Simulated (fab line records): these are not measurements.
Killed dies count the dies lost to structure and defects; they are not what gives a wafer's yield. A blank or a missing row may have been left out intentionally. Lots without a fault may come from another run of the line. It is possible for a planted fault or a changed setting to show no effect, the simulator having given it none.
What tool caused it?    flow nand-harc    12 lots, 36 wafers sampled, at 6 steps of a route of 1302

WHAT EACH GAUGE READ, for each wafer
NHARC_P_GATE_CD_MEAS_59 targets a cd of 720 nm. Usual: 719.2 nm for cd-nm, sd 2.1.
lot   measured      on         cd-nm (nm)                           flag
L510  day 5 21:11   cd-sem-01  721.2 720.7 721.9                    
L514  day 7 10:26   cd-sem-03  721.8 719.8 721.7                    
L515  day 7 15:05   cd-sem-02  717.8 717.4 716.9                    
L517  day 8 11:33   cd-sem-02  719.9 717.9 721.5                    
L518  day 8 23:19   cd-sem-01  720.8 722.1 718.7                    
L519  day 9 03:31   cd-sem-01  722.1 721.3 723.6                    
L520  day 9 22:59   cd-sem-01  722.8 717.1 719.6                    
L521  day 10 05:27  cd-sem-03  710.7 713.6 712.6 711.1 713.8 712.2  OFF
L525  day 11 17:58  cd-sem-03  717.8 717.6 718.2                    
L531  day 14 07:35  cd-sem-03  719.7 716.1 720.1                    
L532  day 15 01:20  cd-sem-02  716.8 715.9 718.5                    
L533  day 15 04:27  cd-sem-03  718.9 722.1 719.9                    

NHARC_END_SORT_01. Usual: killed-at-array 62, standard deviation 20; killed-at-other 0.8, standard deviation 1.1; killed-at-periphery 3.5, standard deviation 2.4; killed-dies 66, standard deviation 21; killed-open 3.5, standard deviation 1.9; killed-short 2.5, standard deviation 1.7.
lot   measured      on         killed-at-array  killed-at-other  killed-at-periphery  killed-dies  killed-open  killed-short  flag
L521  day 30 00:39  prober-02  78               1                5                    84           2            2             

WHAT TOOL EACH LOT RAN ON (gives the tool, then ch and the chambers of the sampled wafers, and finally the start)
lot   NHARC_P_GATE_STRIP_101              NHARC_P_GATE_STRIP_75                 NHARC_P_GATE_EXPOSE_56             NHARC_P_GATE_STRIP_76
L510  rie-diel-04 ch 0,1,3, day 5 18:25   plasma-asher-01 ch 0,1, day 5 20:14   krf-scanner-04 ch 0, day 5 21:01   plasma-asher-02 ch 0,1, day 5 21:58
L514  rie-diel-04 ch 0,2,3, day 7 07:49   plasma-asher-01 ch 0,1, day 7 09:40   krf-scanner-01 ch 0, day 7 10:17   plasma-asher-01 ch 0,1, day 7 11:26
L515  rie-diel-10 ch 2,3, day 7 12:40     plasma-asher-01 ch 0,1, day 7 14:17   krf-scanner-01 ch 0, day 7 14:56   plasma-asher-01 ch 0,1, day 7 15:53
L517  rie-diel-09 ch 0,3, day 8 08:52     plasma-asher-02 ch 0,1, day 8 10:42   krf-scanner-01 ch 0, day 8 11:23   plasma-asher-01 ch 0,1, day 8 12:20
L518  rie-diel-09 ch 0,1,2, day 8 20:38   plasma-asher-01 ch 0,1, day 8 22:24   krf-scanner-03 ch 0, day 8 23:10   plasma-asher-02 ch 0,1, day 9 00:07
L519  rie-diel-09 ch 0,3, day 9 00:44     plasma-asher-02 ch 0, day 9 02:36     krf-scanner-01 ch 0, day 9 03:22   plasma-asher-02 ch 1, day 9 04:20
L520  rie-diel-09 ch 0,1,3, day 9 20:26   plasma-asher-02 ch 0,1, day 9 22:05   krf-scanner-04 ch 0, day 9 22:50   plasma-asher-02 ch 0,1, day 9 23:47
L521  rie-diel-09 ch 0,1, day 10 02:29    plasma-asher-01 ch 0,1, day 10 04:35  krf-scanner-04 ch 0, day 10 05:17  plasma-asher-01 ch 0, day 10 08:14
L525  rie-diel-09 ch 1,3, day 11 14:43    plasma-asher-01 ch 1, day 11 17:02    krf-scanner-01 ch 0, day 11 17:49  plasma-asher-01 ch 0,1, day 11 19:24
L531  rie-diel-09 ch 1,3, day 14 04:53    plasma-asher-01 ch 0,1, day 14 06:39  krf-scanner-04 ch 0, day 14 07:26  plasma-asher-01 ch 0,1, day 14 08:22
L532  rie-diel-09 ch 1,2,3, day 14 22:41  plasma-asher-02 ch 0,1, day 15 00:26  krf-scanner-01 ch 0, day 15 01:11  plasma-asher-01 ch 0,1, day 15 02:08
L533  rie-diel-10 ch 0,2,3, day 15 01:46  plasma-asher-02 ch 0,1, day 15 03:32  krf-scanner-03 ch 0, day 15 04:18  plasma-asher-01 ch 0,1, day 15 05:15
- NHARC_P_GATE_STRIP_101: strips in O2, time 20 s.
- NHARC_P_GATE_STRIP_75: strips in O2.
- NHARC_P_GATE_EXPOSE_56: exposes mask P PSD, target cd 720 nm.
- NHARC_P_GATE_STRIP_76: strips in O2.

AS READ BY THE TOOLS THEMSELVES (means over the sampled wafers that have a number; for cases with no such wafer, the mark the record gives instead)
NHARC_P_GATE_STRIP_101. Usual: drypump-motor-current-A 5.8 A, standard deviation 0.53; oes-product-au 1.000 a.u., standard deviation 0.012; rf-vpp-V 57.9 V, standard deviation 0.87; showerhead-plenum-p-Torr 3.60 Torr, standard deviation 0.14; throttle-valve-pct 17.037 %, standard deviation 0.0081.
lot   tool         drypump-motor-current-A (A)  oes-product-au (a.u.)  rf-vpp-V (V)  showerhead-plenum-p-Torr (Torr)  throttle-valve-pct (%)  flag
L510  rie-diel-04  5.8                          1.005                  57.8          3.56                             17.033                  
L514  rie-diel-04  6.0                          1.003                  57.4          3.51                             17.041                  
L515  rie-diel-10  5.6                          0.993                  58.5          3.71                             17.031                  
L517  rie-diel-09  6.2                          0.992                  58.1          3.66                             17.036                  
L518  rie-diel-09  5.9                          0.986                  57.9          3.66                             17.045                  
L519  rie-diel-09  6.2                          1.000                  58.3          3.66                             17.043                  
L520  rie-diel-09  5.9                          1.002                  57.6          3.66                             17.039                  
L521  rie-diel-09  5.6                          0.997                  58.7          3.63                             17.032                  
L525  rie-diel-09  5.5                          1.003                  58.4          3.67                             17.039                  
L531  rie-diel-09  5.7                          0.999                  57.5          3.70                             17.028                  
L532  rie-diel-09  5.8                          1.001                  58.5          3.69                             17.035                  
L533  rie-diel-10  5.7                          0.994                  57.5          3.66                             17.035                  

NHARC_P_GATE_STRIP_75. Usual: drypump-motor-current-A 5.7 A, standard deviation 0.77; heater-power-w 357 W, standard deviation 29.
lot   tool             drypump-motor-current-A (A)  heater-power-w (W)  flag
L510  plasma-asher-01  5.7                          386                 
L514  plasma-asher-01  5.7                          384                 
L515  plasma-asher-01  5.7                          385                 
L517  plasma-asher-02  5.3                          332                 
L518  plasma-asher-01  5.7                          384                 
L519  plasma-asher-02  4.7                          340                 
L520  plasma-asher-02  5.3                          335                 
L521  plasma-asher-01  6.0                          384                 
L525  plasma-asher-01  6.3                          386                 
L531  plasma-asher-01  6.0                          387                 
L532  plasma-asher-02  5.3                          340                 
L533  plasma-asher-02  6.0                          333                 

NHARC_P_GATE_STRIP_76. Usual: drypump-motor-current-A 5.8 A, standard deviation 0.75; heater-power-w 359 W, standard deviation 28.
lot   tool             drypump-motor-current-A (A)  heater-power-w (W)  flag
L510  plasma-asher-02  5.3                          334                 
L514  plasma-asher-01  6.0                          390                 
L515  plasma-asher-01  6.0                          383                 
L517  plasma-asher-01  5.7                          379                 
L518  plasma-asher-02  5.3                          335                 
L519  plasma-asher-02  6.6                          318                 
L520  plasma-asher-02  5.3                          337                 
L521  plasma-asher-01  5.4                          376                 
L525  plasma-asher-01  5.7                          383                 
L531  plasma-asher-01  5.7                          378                 
L532  plasma-asher-01  6.0                          386                 
L533  plasma-asher-01  5.7                          380                 

THE ANSWER, worked out from the rows above alone
Rule: a lot counts as off when the mean over its wafers that have a number is more than 3 standard deviations away from the usual mean. Also off: a lot with no number at a reading for which 4 or more lots have one. Any other lot the step has rows for is counted as sound. Order of review: gauges by route order, followed by the tools' own readings, for which a lot's mean as printed above is used. At the first step where some lot is off, the reading lying furthest off is the one used; lots without a number count as furthest.
Off: L521, at NHARC_P_GATE_CD_MEAS_59 (cd-nm).
A tool fits if, at a process step before that reading, it ran every lot that is off, and no sound lot after the first of them. Those tools and the gauges at NHARC_P_GATE_CD_MEAS_59 are tried in the same way. Not one of the candidates tried fits.

WHAT WAS PUT IN BY THE SIMULATOR
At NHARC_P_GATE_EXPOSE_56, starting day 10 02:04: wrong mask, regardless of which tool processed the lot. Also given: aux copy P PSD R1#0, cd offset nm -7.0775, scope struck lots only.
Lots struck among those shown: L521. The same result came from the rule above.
